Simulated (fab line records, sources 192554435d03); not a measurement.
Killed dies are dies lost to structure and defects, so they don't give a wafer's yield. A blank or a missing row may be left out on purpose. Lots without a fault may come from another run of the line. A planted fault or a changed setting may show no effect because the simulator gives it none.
Split-lot experiment | flow n5_finfet | 7 lots, 21 wafers read, on a route of 1938 steps

THE SPLIT
At N5_DUMMY_GATE_COAT_09 (resist thk 30 nm), the setting spin_rpm was moved away from the recipe's 1500 rpm on 4 of the 21 wafers read, by +3.5% to +9.3%. The other wafers ran this setting at the recipe's value.

FROM THE SPLIT TO THE READING: what the file shows between them, 3 steps
- N5_DUMMY_GATE_EBR_11
- N5_DUMMY_GATE_SOFTBAKE_10: time 60 s
- N5_DUMMY_GATE_DESCUM_20: chemistry O2, time 6.2 s

THE READING
CAR-EUV_of_DUMMY_GATE_COAT_09.thk_nm (the simulator's own value, which no gauge read), in nm, at N5_DUMMY_GATE_ETCH_29 (etches underlayer in N2/H2, target depth 13 nm). The file gives no usual value for it. The 17 wafers here that ran the recipe average 18.9 nm, standard deviation 0.26 nm.

wafer  | tool, chamber at the split | spin_rpm as run, rpm | against the recipe | CAR-EUV_of_DUMMY_GATE_COAT_09.thk_nm, nm | against lot-mates on the recipe
L074.2 | litho_track-04, 0          | 1500                 | recipe             | 19.2                                     | -
L074.5 | litho_track-04, 0          | 1500                 | recipe             | 19.2                                     | -
L074.4 | litho_track-04, 0          | 1572                 | +4.8%              | 18.2                                     | -1.0
L079.1 | litho_track-01, 0          | 1639                 | +9.3%              | 17.6                                     | -1.4
L079.2 | litho_track-01, 0          | 1500                 | recipe             | 19.2                                     | -
L079.5 | litho_track-01, 0          | 1500                 | recipe             | 18.8                                     | -
L084.4 | litho_track-01, 0          | 1500                 | recipe             | 18.6                                     | -
L084.5 | litho_track-01, 0          | 1500                 | recipe             | 19.4                                     | -
L084.6 | litho_track-01, 0          | 1500                 | recipe             | 19                                       | -
L086.4 | litho_track-05, 0          | 1500                 | recipe             | 18.8                                     | -
L086.6 | litho_track-05, 0          | 1500                 | recipe             | 18.8                                     | -
L086.5 | litho_track-05, 0          | 1552                 | +3.5%              | 18.4                                     | -0.4
L089.3 | litho_track-01, 0          | 1500                 | recipe             | 18.4                                     | -
L089.4 | litho_track-01, 0          | 1582                 | +5.5%              | 18                                       | -0.8
L089.6 | litho_track-01, 0          | 1500                 | recipe             | 19.2                                     | -
L093.1 | litho_track-01, 0          | 1500                 | recipe             | 18.8                                     | -
L093.4 | litho_track-01, 0          | 1500                 | recipe             | 19                                       | -
L093.5 | litho_track-01, 0          | 1500                 | recipe             | 18.6                                     | -
L096.1 | litho_track-04, 0          | 1500                 | recipe             | 18.8                                     | -
L096.2 | litho_track-04, 0          | 1500                 | recipe             | 19                                       | -
L096.6 | litho_track-04, 0          | 1500                 | recipe             | 19                                       | -

THE FIT
A straight line over all 21 wafers: CAR-EUV_of_DUMMY_GATE_COAT_09.thk_nm changes by -0.15 nm for each +1% of spin_rpm; r = -0.85; the points scatter about the line by 0.24 nm.
The same after taking each lot's own level away (the mean of its wafers on the recipe; 21 wafers): -0.156 nm for each +1%; r = -0.88; scatter 0.22 nm.
On that fit, the largest move of spin_rpm shifts the reading by 1.4 nm.
The lots' own levels span 18.80 to 19.20 nm, that is 1.6 times the standard deviation above.
So the lot-to-lot level changes the slope little: the two slopes agree.
Check: with one of the wafers moved furthest among these (+9.3%) left out of the fit, the line predicts -1.51 nm for it against its lot-mates. It came out at -1.4 nm against them.

OTHER SPLITS ON THESE WAFERS
These wafers also went through other splits before the reading. Each is held against what the fit with the lots' levels taken away leaves over:
other split on the same wafers            | wafers away from the commonest value | r with CAR-EUV_of_DUMMY_GATE_COAT_09.thk_nm (lot level and that fit taken away)
N5_ZERO_LAYER_COAT_05 spin_rpm            | 10                                   | -0.15
N5_ZERO_LAYER_DEVELOP_10 develop_time_s   | 4                                    | -0.01
N5_PMOS_HMC_CHANNEL_EPI_HM_DEP_34 time_s  | 11                                   | -0.34
N5_PMOS_HMC_CHANNEL_EPI_PEB_07 peb_temp_c | 2                                    | +0.31
N5_DUMMY_GATE_PECVD_30 time_s             | 8                                    | +0.27

THE WHOLE CHAIN: every reading that the file lists as answering this split, in the file's order
step                    | what it does                                   | reading                                                                               | change (the file's fit)               | r (the file's)
N5_DUMMY_GATE_COAT_09   | resist thk 30 nm                               | CAR-EUV_of_DUMMY_GATE_COAT_09.thk_nm (the simulator's own value, which no gauge read) | -0.139 nm for each +1% of the setting | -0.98
N5_DUMMY_GATE_DESCUM_20 | chemistry O2, time 6.2 s                       | CAR-EUV_of_DUMMY_GATE_COAT_09.thk_nm (the simulator's own value, which no gauge read) | -0.15 nm for each +1% of the setting  | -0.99
N5_DUMMY_GATE_ETCH_29   | etches underlayer in N2/H2, target depth 13 nm | CAR-EUV_of_DUMMY_GATE_COAT_09.thk_nm (the simulator's own value, which no gauge read) | -0.156 nm for each +1% of the setting | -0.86

THE FILE'S OWN FIT
CAR-EUV_of_DUMMY_GATE_COAT_09.thk_nm changes by -0.156 nm for each +1% of spin_rpm, r = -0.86.
